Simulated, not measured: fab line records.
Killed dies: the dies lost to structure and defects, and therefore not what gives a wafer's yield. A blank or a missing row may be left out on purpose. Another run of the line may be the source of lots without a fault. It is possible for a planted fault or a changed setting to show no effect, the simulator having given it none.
Which tool did it?	flow n5_finfet	24 lots with 72 wafers sampled at 3 steps, on a route of 1938 steps

## WHAT EACH GAUGE READ, for each wafer
N5_BEOL_M7_OVL_MEAS_12.
lot	measured	on	M7_OVL (nm)
L074	day 8 21:07	overlay-01	-1.3 -0.6 0.3
L075	day 9 06:01	overlay-01	-0.8 -1.3 -1.9
L077	day 9 18:50	overlay-01	-0.9 -1.2 -0.1
L076	day 10 08:05	overlay-02	-1.1 -2.3 -1.1
L078	day 10 14:59	overlay-02	0.8 -0.8 1.1
L079	day 11 00:31	overlay-02	-0.6 -0.4 -2.0
L082	day 11 14:18	overlay-01	-0.7 -0.4 -2.3
L080	day 11 14:04	overlay-02	-1.0 0.6 -0.4
L081	day 11 16:59	overlay-01	-0.7 -1.1 -1.2
L083	day 12 01:14	overlay-01	0.3 -0.7 0.4
L084	day 12 02:08	overlay-02	-0.8 1.1 -1.1
L086	day 12 05:57	overlay-01	-1.1 -2.7 -2.3
L085	day 12 11:11	overlay-02	-0.2 0.6 0.2
L088	day 12 17:26	overlay-02	-0.7 -0.3 -0.8
L087	day 12 22:18	overlay-02	0.0 0.5 0.2
L090	day 13 01:29	overlay-01	0.1 -0.3 -2.2
L089	day 13 09:29	overlay-01	0.3 -0.5 -0.5
L091	day 13 18:58	overlay-01	-0.9 -1.4 -2.6
L092	day 13 22:17	overlay-01	0.2 -0.6 0.0
L093	day 14 04:50	overlay-02	-0.9 0.2 -1.0
L094	day 14 13:24	overlay-01	-1.4 -1.0 -0.9
L095	day 15 05:39	overlay-02	-0.6 -2.3 -0.6
L097	day 15 06:46	overlay-01	-0.2 -0.4 -0.6
L096	day 15 09:04	overlay-02	-1.4 -1.4 -0.8

## WHAT TOOL EACH LOT RAN ON (gives the tool, then ch and the chambers of the sampled wafers, and finally the start)
lot	N5_BEOL_M6_CURE_75	N5_BEOL_M6_DEP_56
L074	uv_cure-01 ch 0, day 8 15:03	pecvd-03 ch 0,1,2, day 8 17:43
L075	uv_cure-03 ch 1, day 9 01:19	pecvd-01 ch 0,1,2, day 9 03:56
L077	uv_cure-02 ch 0, day 9 13:52	pecvd-03 ch 0,1, day 9 17:02
L076	uv_cure-03 ch 2, day 10 01:11	pecvd-02 ch 0,1,2, day 10 05:13
L078	uv_cure-03 ch 1, day 10 08:17	pecvd-01 ch 0,1,2, day 10 11:52
L079	uv_cure-03 ch 2, day 10 19:05	pecvd-03 ch 1,2, day 10 22:53
L082	uv_cure-03 ch 2, day 11 08:41	pecvd-01 ch 0,1, day 11 12:34
L080	uv_cure-01 ch 1, day 11 09:05	pecvd-03 ch 0,1,2, day 11 12:29
L081	uv_cure-02 ch 2, day 11 12:16	pecvd-02 ch 0,1,2, day 11 14:51
L083	uv_cure-02 ch 1, day 11 19:00	pecvd-02 ch 1,2, day 11 22:20
L084	uv_cure-02 ch 2, day 11 21:34	pecvd-02 ch 0,1,2, day 11 23:49
L086	uv_cure-03 ch 2, day 12 01:35	pecvd-03 ch 0,2, day 12 04:01
L085	uv_cure-02 ch 1, day 12 04:59	pecvd-01 ch 0, day 12 07:08
L088	uv_cure-02 ch 0, day 12 12:40	pecvd-02 ch 0,1,2, day 12 15:28
L087	uv_cure-02 ch 0, day 12 16:40	pecvd-03 ch 0,1, day 12 18:34
L090	uv_cure-03 ch 2, day 12 22:10	pecvd-03 ch 0,1, day 13 00:16
L089	uv_cure-03 ch 1, day 13 04:23	pecvd-01 ch 0,2, day 13 06:46
L091	uv_cure-02 ch 2, day 13 14:29	pecvd-01 ch 0,1, day 13 16:49
L092	uv_cure-01 ch 1, day 13 18:28	pecvd-01 ch 0,2, day 13 20:43
L093	uv_cure-02 ch 2, day 13 23:58	pecvd-02 ch 0,1,2, day 14 02:47
L094	uv_cure-03 ch 0, day 14 07:06	pecvd-02 ch 0,1,2, day 14 11:13
L095	uv_cure-02 ch 0, day 14 21:50	pecvd-02 ch 0,1,2, day 15 03:38
L097	uv_cure-03 ch 1, day 15 02:46	pecvd-02 ch 0,2, day 15 05:16
L096	uv_cure-03 ch 0, day 15 04:47	pecvd-03 ch 0,1,2, day 15 07:01
- N5_BEOL_M6_CURE_75: cures SiCOH lowk, time 120 s.
- N5_BEOL_M6_DEP_56: deposits SiCN from 3MS/NH3, target thk 10 nm, time 17.5 s.

## WHAT THE TOOLS THEMSELVES READ (means of the sampled wafers that have a number; where no wafer has one, the mark that the record gives instead)
N5_BEOL_M6_CURE_75.
lot	tool	lamp_power_pct (%)	wafer_temp_C_max
L074	uv_cure-01	52.28	371.7
L075	uv_cure-03	52.29	370.9
L077	uv_cure-02	52.36	371.1
L076	uv_cure-03	52.29	371.3
L078	uv_cure-03	52.33	371.1
L079	uv_cure-03	52.28	371.8
L082	uv_cure-03	52.29	371.3
L080	uv_cure-01	52.30	371.5
L081	uv_cure-02	52.30	371.7
L083	uv_cure-02	52.36	373.1
L084	uv_cure-02	52.34	371.7
L086	uv_cure-03	52.28	371.6
L085	uv_cure-02	52.28	373.3
L088	uv_cure-02	52.32	371.1
L087	uv_cure-02	52.24	371.2
L090	uv_cure-03	52.35	371.8
L089	uv_cure-03	52.30	370.8
L091	uv_cure-02	52.27	371.4
L092	uv_cure-01	52.30	371.9
L093	uv_cure-02	52.27	371.6
L094	uv_cure-03	52.27	372.1
L095	uv_cure-02	52.30	371.1
L097	uv_cure-03	52.35	371.3
L096	uv_cure-03	52.28	371.9

N5_BEOL_M6_DEP_56.
lot	tool	rf_fwd_power_W (W)	showerhead_plenum_p_Torr (Torr)	throttle_valve_pct (%)
L074	pecvd-03	199.8	3.660	8.9
L075	pecvd-01	199.3	3.665	8.9
L077	pecvd-03	199.5	3.660	9.2
L076	pecvd-02	200.3	3.659	9.2
L078	pecvd-01	199.6	3.664	9.0
L079	pecvd-03	200.5	3.648	9.0
L082	pecvd-01	199.5	3.655	9.0
L080	pecvd-03	200.6	3.654	8.6
L081	pecvd-02	200.0	3.662	9.2
L083	pecvd-02	199.2	3.656	9.4
L084	pecvd-02	199.8	3.660	9.1
L086	pecvd-03	200.4	3.669	8.4
L085	pecvd-01	199.9	3.666	8.9
L088	pecvd-02	200.1	3.661	9.2
L087	pecvd-03	200.3	3.660	9.3
L090	pecvd-03	200.1	3.658	9.3
L089	pecvd-01	199.9	3.671	8.8
L091	pecvd-01	199.2	3.659	8.9
L092	pecvd-01	200.5	3.677	8.8
L093	pecvd-02	200.1	3.658	9.2
L094	pecvd-02	199.9	3.658	9.4
L095	pecvd-02	199.4	3.660	9.3
L097	pecvd-02	200.2	3.663	9.2
L096	pecvd-03	200.8	3.663	8.7

## THE ANSWER, worked out from the rows above alone
Rule: what is usual is taken from the lots themselves. Put in order of their means at a reading, lots are off if they are a third of the lots or fewer, leave a main group of 4 or more, and stand apart from it by a gap of 3 or more times the standard deviation of the main group's means; of several such gaps the widest counts. Not used: any main group whose means are identical at the precision the tables above print for the reading. Also off: a lot with no number at a reading for which 4 or more lots have one. Any other lot the step has rows for is counted as sound. First the gauges in route order, then the tools' own readings, where a lot's mean is used as printed above. The first step at which some lot is off is used, and at that step the reading that is off furthest; a lot without a number counts as furthest.
No lot is off on any of the readings shown, so nothing can be concluded from this.

## WHAT THE SIMULATOR PUT IN
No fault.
